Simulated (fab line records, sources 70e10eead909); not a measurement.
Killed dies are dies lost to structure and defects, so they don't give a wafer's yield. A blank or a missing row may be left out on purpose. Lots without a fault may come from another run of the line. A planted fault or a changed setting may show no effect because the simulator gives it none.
A struck lot beside a sound one | flow nand_harc | 14 steps out of a route of 1159
Sound: wafers L315.1, L315.4, L315.6. Struck: wafers L313.1, L313.4, L313.6. The cause comes at the end.
At each step with rows: each side's tool, then ch and its chambers, then its first start. Under that, the readings that differ: sound wafers | struck wafers | difference of the means | sigmas: that difference in standard deviations of wafers without a fault.
alike: readings whose means differ by less than 2 such deviations, and words and numbers that are the same on both sides. not compared: withheld readings, readings that some wafer has no value for, bounds like >300 that may hide the same value, and numbers for which the record gives no deviation and whose values overlap.
The two part at a step that has a row with sigmas, a row that says differs or no value, or rows on one side only. Numbers that don't overlap but have no deviation are shown without sigmas and don't part them. A reading that every wafer of one side lacks parts them only if that side has two wafers or more.

first, 1 step without rows for these wafers: NHARC_A_STAIRCASE_TRIM_14 (chemistry O2, time 211.2 s).
NHARC_A_STAIRCASE_ETCH_15: etches the open film in C4F8/O2, target depth 100 nm, time 40.5 s.
  sound on rie_diel-05 ch 0,1; struck on rie_diel-05 ch 0,1,2
  alike: bias_w, chamber_pressure_mTorr, oes_product_au, rf_vpp_V
  not compared: rf_hours_counter_h
then, 1 step without rows for these wafers: NHARC_A_STAIRCASE_TRIM_16 (chemistry O2, time 211.2 s).
NHARC_A_STAIRCASE_ETCH_17: etches the open film in C4F8/O2, target depth 100 nm, time 40.5 s.
  sound on rie_diel-05 ch 0,1,3; struck on rie_diel-05 ch 1,2,3
  alike: bias_w, chamber_pressure_mTorr, oes_product_au, rf_vpp_V
  not compared: rf_hours_counter_h
then, 3 steps without rows for these wafers: NHARC_A_STAIRCASE_TRIM_18 (chemistry O2, time 211.2 s); NHARC_A_STAIRCASE_ETCH_19 (etches the open film in C4F8/O2, target depth 100 nm, time 40.5 s); NHARC_A_STAIRCASE_TRIM_20 (chemistry O2, time 211.2 s).
NHARC_A_STAIRCASE_ETCH_21: etches the open film in C4F8/O2, target depth 100 nm, time 40.5 s.
  sound on rie_diel-05 ch 0,1; struck on rie_diel-10 ch 0,3
  alike: bias_w, chamber_pressure_mTorr, oes_product_au, rf_vpp_V
  not compared: rf_hours_counter_h
then, 1 step without rows for these wafers: NHARC_A_STAIRCASE_TRIM_22 (chemistry O2, time 211.2 s).
NHARC_A_STAIRCASE_ETCH_23: etches the open film in C4F8/O2, target depth 100 nm, time 40.5 s.
  sound on rie_diel-05 ch 1,2,3; struck on rie_diel-10 ch 0,2,3
  reading               | sound             | struck            | difference | sigmas
  oes_product_au (a.u.) | 0.939 0.941 0.942 | 0.955 0.979 0.961 | +0.024     | +2
  alike: bias_w, chamber_pressure_mTorr, rf_vpp_V
  not compared: rf_hours_counter_h
NHARC_A_STAIRCASE_TRIM_24: chemistry O2, time 211.2 s.
  sound on rie_diel-05 ch 0,1,3; struck on rie_diel-10 ch 1,2,3
  reading      | sound          | struck         | difference | sigmas
  rf_vpp_V (V) | 57.2 56.5 56.2 | 58.8 59.3 57.7 | +2.0       | +2
  alike: chamber_pressure_mTorr, drypump_motor_current_A, oes_product_au, showerhead_plenum_p_Torr, throttle_valve_pct
  not compared: rf_hours_counter_h
NHARC_A_STAIRCASE_ETCH_25: etches the open film in C4F8/O2, target depth 100 nm, time 40.5 s.
  sound on rie_diel-05 ch 0,1,2, day 11 05:50; struck on rie_diel-10 ch 0,3, day 11 06:08
  no value came back on the struck wafers for bias_w (W), chamber_pressure_mTorr (mTorr), oes_product_au (a.u.), rf_vpp_V (V); on the sound wafers bias_w (W) reads 1001.7 1003.4 1000.4
  not compared: rf_hours_counter_h
then, 1 step without rows for these wafers: NHARC_A_STAIRCASE_TRIM_26 (chemistry O2, time 211.2 s).
-- the record jumps here: 8 days lie between the struck wafers' starts before and after (it left off in module A_STAIRCASE and takes up again in module END, whose first step shown is number 1159 of the route) --
NHARC_END_SORT_01:
  the record has rows for the struck wafers here (prober-02 ch 0, day 19 16:46) and none for the sound ones

WHERE THEY PART
First at NHARC_A_STAIRCASE_ETCH_23; last, within this record, at NHARC_END_SORT_01.

WHY: what the simulator had put in
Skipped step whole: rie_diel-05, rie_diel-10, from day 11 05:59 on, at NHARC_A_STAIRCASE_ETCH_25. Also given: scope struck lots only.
